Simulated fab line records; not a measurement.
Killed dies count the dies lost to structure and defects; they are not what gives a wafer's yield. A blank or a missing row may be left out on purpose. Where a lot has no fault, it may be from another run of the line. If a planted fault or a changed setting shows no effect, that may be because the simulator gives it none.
Split-lot trial	flow n5_finfet	21 wafers read across 7 lots, on a route 1938 steps long

## THE SPLIT
At N5_BEOL_M13_CMP_49 (polishes, stops on SiOC, t overpolish 17.1 s, target thk 420 nm), the setting down_force_psi was moved away from the recipe's 1 psi on 5 of the 21 wafers read, by -18.5% to +13.5%. The other wafers ran this setting at the recipe's value.

The reading comes from the split's own step.

## THE READING
barrier_field_endpoint_s, in s, at N5_BEOL_M13_CMP_49 (polishes, stops on SiOC, t overpolish 17.1 s, target thk 420 nm). A value of 30.1 s with a standard deviation of 0.83 s is what fault-free wafers of this fab line usually give.

wafer	tool, chamber at the split	down_force_psi as run, psi	against the recipe	barrier_field_endpoint_s, s	against lot-mates on the recipe
L077.3	cmp-04, 3	1	recipe	29.6	-
L077.5	cmp-04, 3	0.8147	-18.5%	36.3	+6.6
L077.6	cmp-04, 0	1	recipe	29.7	-
L079.4	cmp-01, 0	1	recipe	31.4	-
L079.5	cmp-01, 1	1	recipe	30.5	-
L079.6	cmp-01, 2	1	recipe	30.4	-
L080.4	cmp-01, 3	1.135	+13.5%	26.4	no lot-mate on the recipe
L080.6	cmp-01, 0	1.135	+13.5%	27.6	no lot-mate on the recipe
L080.5	cmp-01, 1	1.135	+13.5%	27.2	no lot-mate on the recipe
L084.3	cmp-02, 1	1	recipe	28.9	-
L084.2	cmp-02, 2	1	recipe	30.5	-
L084.6	cmp-02, 0	1	recipe	30.0	-
L085.3	cmp-01, 1	1	recipe	30.3	-
L085.2	cmp-01, 2	1	recipe	30.3	-
L085.5	cmp-01, 0	1	recipe	30.8	-
L087.3	cmp-04, 1	0.935	-6.5%	33.4	+3.5
L087.1	cmp-04, 0	1	recipe	29.9	-
L087.6	cmp-04, 2	1	recipe	29.8	-
L097.3	cmp-01, 3	1	recipe	28.9	-
L097.1	cmp-01, 1	1	recipe	29.6	-
L097.5	cmp-01, 3	1	recipe	29.1	-

THE FIT
A straight line over all 21 wafers: barrier_field_endpoint_s changes by -0.28 s for each +1% of down_force_psi; r = -0.92; the points scatter about the line by 0.81 s.
The same after taking each lot's own level away (the mean of its wafers on the recipe; 18 wafers): -0.377 s for each +1%; r = -0.97; scatter 0.48 s.
On that fit, the largest move of down_force_psi shifts the reading by 7 s.
From 29.20 to 30.77 s: that is the span of the lots' own levels, equal to 1.9 times the standard deviation above.
Thus the slope moves with the lot-to-lot level: the two fits are different.
Check: +10.1 s against its lot-mates is what the line predicts for one of the wafers moved furthest among these (-18.5%) when that wafer is left out of the fit. Against them it came out at +6.65 s.
Tool readings at the split's step, against how far the setting was moved: barrier_field_endpoint_s r = -0.92.

## THE OTHER SPLITS THESE WAFERS WENT THROUGH
These wafers also went through other splits before the reading. Each is held against what the fit with the lots' levels taken away leaves over:
other split on the same wafers	wafers away from the commonest value	r with barrier_field_endpoint_s (lot level and that fit taken away)
N5_BEOL_M9_ILD_DEP_00 time_s	8	-0.14
N5_BEOL_M9_COAT_22 spin_rpm	7	-0.04
N5_BEOL_M10_COAT_63 spin_rpm	6	-0.39
N5_BEOL_M10_PEB_26 peb_time_s	2	+0.30
N5_BEOL_M11_ETCH_41 time_s	9	-0.23
N5_BEOL_M12_TRENCH_ETCH_34 time_s	7	-0.12
N5_BEOL_M12_SPUTTER_45 time_s	6	-0.12

## FILE'S OWN FIT
barrier_field_endpoint_s changes by -0.379 s for each +1% of down_force_psi, r = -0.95.
